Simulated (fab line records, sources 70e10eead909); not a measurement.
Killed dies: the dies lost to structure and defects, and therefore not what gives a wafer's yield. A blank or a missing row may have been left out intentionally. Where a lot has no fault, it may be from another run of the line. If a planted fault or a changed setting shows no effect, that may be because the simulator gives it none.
The tool behind it: which one?    flow nand_harc    Sampling: 12 lots, 36 wafers, 3 of 1302 route steps

## WHAT EACH GAUGE READ, for each wafer
NHARC_P_ZERO_WELL_CD_MEAS_24: target cd 720 nm. Usual: cd_nm at 719.5 nm, with a standard deviation of 1.5.
lot   measured      on         cd_nm (nm)         flag
L994  day 1 22:28   cd_sem-02  717.9 718.1 717.2  
L995  day 2 08:46   cd_sem-01  722.0 720.3 723.1  
L996  day 2 18:27   cd_sem-03  719.1 717.6 719.2  
L997  day 3 04:35   cd_sem-02  719.0 718.9 721.0  
L101  day 4 20:28   cd_sem-02  719.6 720.2 717.8  
L102  day 5 06:34   cd_sem-01  719.2 718.4 720.6  
L103  day 5 16:38   cd_sem-02  721.1 721.4 721.0  
L106  day 6 22:38   cd_sem-02  683.7 683.2 684.2  OFF
L109  day 8 04:20   cd_sem-02  719.7 718.3 717.3  
L114  day 10 07:04  cd_sem-02  718.1 719.3 717.6  
L115  day 10 16:27  cd_sem-02  720.0 719.2 718.0  
L116  day 11 02:36  cd_sem-01  719.3 718.0 718.6  

## EACH LOT AND THE TOOL THAT RAN IT (in order: tool; ch and the chambers of the sampled wafers; start)
lot   NHARC_P_ZERO_WELL_ETCH_63         NHARC_P_ZERO_WELL_EXPOSE_21
L994  rie_si-06 ch 0,2, day 1 21:40     krf_scanner-03 ch 0, day 1 22:18
L995  rie_si-01 ch 1,2,3, day 2 07:50   krf_scanner-04 ch 0, day 2 08:37
L996  rie_si-01 ch 0,2,3, day 2 17:31   krf_scanner-02 ch 0, day 2 18:18
L997  rie_si-01 ch 1,2,3, day 3 03:42   krf_scanner-04 ch 0, day 3 04:26
L101  rie_si-06 ch 1,2,3, day 4 19:34   krf_scanner-02 ch 0, day 4 20:19
L102  rie_si-03 ch 1,2,3, day 5 05:46   krf_scanner-02 ch 0, day 5 06:24
L103  rie_si-01 ch 0,1, day 5 15:43     krf_scanner-04 ch 0, day 5 16:29
L106  rie_si-03 ch 0,1,3, day 6 21:43   krf_scanner-02 ch 0, day 6 22:29
L109  rie_si-03 ch 0,1, day 8 03:32     krf_scanner-04 ch 0, day 8 04:11
L114  rie_si-06 ch 0,2,3, day 10 06:08  krf_scanner-02 ch 0, day 10 06:54
L115  rie_si-06 ch 0,2,3, day 10 15:32  krf_scanner-04 ch 0, day 10 16:17
L116  rie_si-03 ch 0,1,2, day 11 01:40  krf_scanner-03 ch 0, day 11 02:26
- NHARC_P_ZERO_WELL_ETCH_63: etches the open film in HBr/Cl2, target depth 120 nm, time 40.1 s.
- NHARC_P_ZERO_WELL_EXPOSE_21: exposes mask P NWELL, target cd 720 nm.

## AS READ BY THE TOOLS THEMSELVES (means over the sampled wafers that have a number; for cases with no such wafer, the mark the record gives instead)
NHARC_P_ZERO_WELL_ETCH_63. Usual: drypump_motor_current_A 5.9 A, standard deviation 0.37; he_backside_leak_sccm 2.7 sccm, standard deviation 0.32; oes_product_au 1.001 a.u., standard deviation 0.0076; throttle_valve_pct 26.405 %, standard deviation 0.0091.
lot   tool       drypump_motor_current_A (A)  he_backside_leak_sccm (sccm)  oes_product_au (a.u.)  throttle_valve_pct (%)  flag
L994  rie_si-06  6.1                          2.5                           0.997                  26.409                  
L995  rie_si-01  5.8                          2.9                           0.996                  26.403                  
L996  rie_si-01  5.8                          2.8                           0.999                  26.413                  
L997  rie_si-01  5.9                          3.0                           1.003                  26.398                  
L101  rie_si-06  6.0                          2.6                           0.992                  26.408                  
L102  rie_si-03  5.9                          2.5                           1.004                  26.398                  
L103  rie_si-01  6.0                          2.8                           1.007                  26.410                  
L106  rie_si-03  5.9                          2.7                           0.996                  26.405                  
L109  rie_si-03  5.8                          3.1                           0.999                  26.400                  
L114  rie_si-06  6.0                          2.7                           1.006                  26.399                  
L115  rie_si-06  6.0                          2.6                           0.995                  26.407                  
L116  rie_si-03  5.8                          2.6                           0.996                  26.398                  

## THE ANSWER, worked out from the rows above alone
Rule: a lot counts as off when the mean over its wafers that have a number is more than 3 standard deviations away from the usual mean. Also off: a lot with no number at a reading for which 4 or more lots have one. The other lots that the step has rows for count as sound. After the gauges, taken in route order, come the tools' own readings; for these a lot's mean is taken, as printed above. At the first step where some lot is off, the reading lying furthest off is the one used; lots without a number count as furthest.
Off: L106 (NHARC_P_ZERO_WELL_CD_MEAS_24, cd_nm).
A tool fits if, at a process step before that reading, it ran every lot that is off, and no sound lot after the first of them. The gauges at NHARC_P_ZERO_WELL_CD_MEAS_24 are tried like those tools. Not one of the candidates tried fits.

## WHAT THE SIMULATOR PUT IN
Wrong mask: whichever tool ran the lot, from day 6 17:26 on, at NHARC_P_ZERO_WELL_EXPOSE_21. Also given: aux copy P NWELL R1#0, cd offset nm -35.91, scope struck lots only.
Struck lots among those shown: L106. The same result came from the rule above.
